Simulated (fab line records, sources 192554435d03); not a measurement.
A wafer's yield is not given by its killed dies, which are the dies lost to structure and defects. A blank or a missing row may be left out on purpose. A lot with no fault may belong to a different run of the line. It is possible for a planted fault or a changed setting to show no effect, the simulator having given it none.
Matching of chambers | flow n5Finfet | 4 sister chambers for N5_STI_FIN_REVEAL_STRIP_24 on rieDiel-01
The step strips in N2/H2, time 90 s. 14 wafers are shown with their chamber, then 7 later ones without.

## WAFERS PAIRED WITH THEIR CHAMBERS
wafer  | chamber | drypumpMotorCurrentA (A) | oesProductAu (a.u.) | showerheadPlenumPTorr (Torr)
L079.2 | 1       | 5.3                      | 0.73                | 3.38
L079.3 | 2       | 6.4                      | 0.74                | 3.33
L079.5 | 2       | 6.3                      | 0.73                | 3.33
L081.2 | 1       | 5.3                      | 0.73                | 3.38
L081.3 | 0       | 6.1                      | 0.75                | 3.23
L081.5 | 0       | 6.1                      | 0.75                | 3.23
L086.1 | 1       | 5.3                      | 0.71                | 3.37
L086.3 | 3       | 5.8                      | 0.90                | 3.31
L086.4 | 0       | 6.1                      | 0.73                | 3.22
L091.1 | 0       | 6.1                      | 0.72                | 3.21
L091.4 | 2       | 6.4                      | 0.71                | 3.31
L091.5 | 1       | 5.3                      | 0.70                | 3.36
L093.2 | 1       | 5.3                      | 0.71                | 3.36
L093.4 | 2       | 6.4                      | 0.71                | 3.31

SIGNATURES (means of the wafers above)
reading               | chamber 0 | chamber 1 | chamber 2 | chamber 3 | scatter within a chamber
drypumpMotorCurrentA  | 6.100     | 5.300     | 6.375     | 5.800     | 0.0274
oesProductAu          | 0.7375    | 0.7160    | 0.7225    | 0.9000    | 0.0144
showerheadPlenumPTorr | 3.2225    | 3.3700    | 3.3200    | 3.3100    | 0.0104
Rule: for each reading, subtract the chamber's mean from the wafer's reading, divide by that reading's scatter and square the result; add these up over the readings and take the root, which gives the wafer's distance from the chamber. If the next closest chamber is less than 2 further off than the closest, the wafer can't be placed; otherwise it belongs to the closest. How the scatter is found: for the shown wafers, subtract from each reading the mean of its chamber, square and add these, divide the total by (wafers less chambers), then take the root.

## WAFERS WHOSE CHAMBER IS MISSING
wafer  | drypumpMotorCurrentA (A) | oesProductAu (a.u.) | showerheadPlenumPTorr (Torr)
L093.6 | 6.2                      | 0.72                | 3.21
L095.1 | 5.3                      | 0.69                | 3.36
L095.5 | 5.8                      | 0.85                | 3.29
L095.6 | 5.3                      | 0.70                | 3.36
L096.1 | 5.3                      | 0.69                | 3.35
L096.2 | 6.1                      | 0.72                | 3.21
L096.6 | 5.4                      | 0.70                | 3.35

## THE CHAMBER EACH PASSED THROUGH
wafer  | from the rows above | in truth
L093.6 | 0                   | 0
L095.1 | 1                   | 1
L095.5 | 3                   | 3
L095.6 | 1                   | 1
L096.1 | 1                   | 1
L096.2 | 0                   | 0
L096.6 | 1                   | 1
7 of 7 placed correctly. Left unplaced by these rows: 0. Placed wrongly: 0.
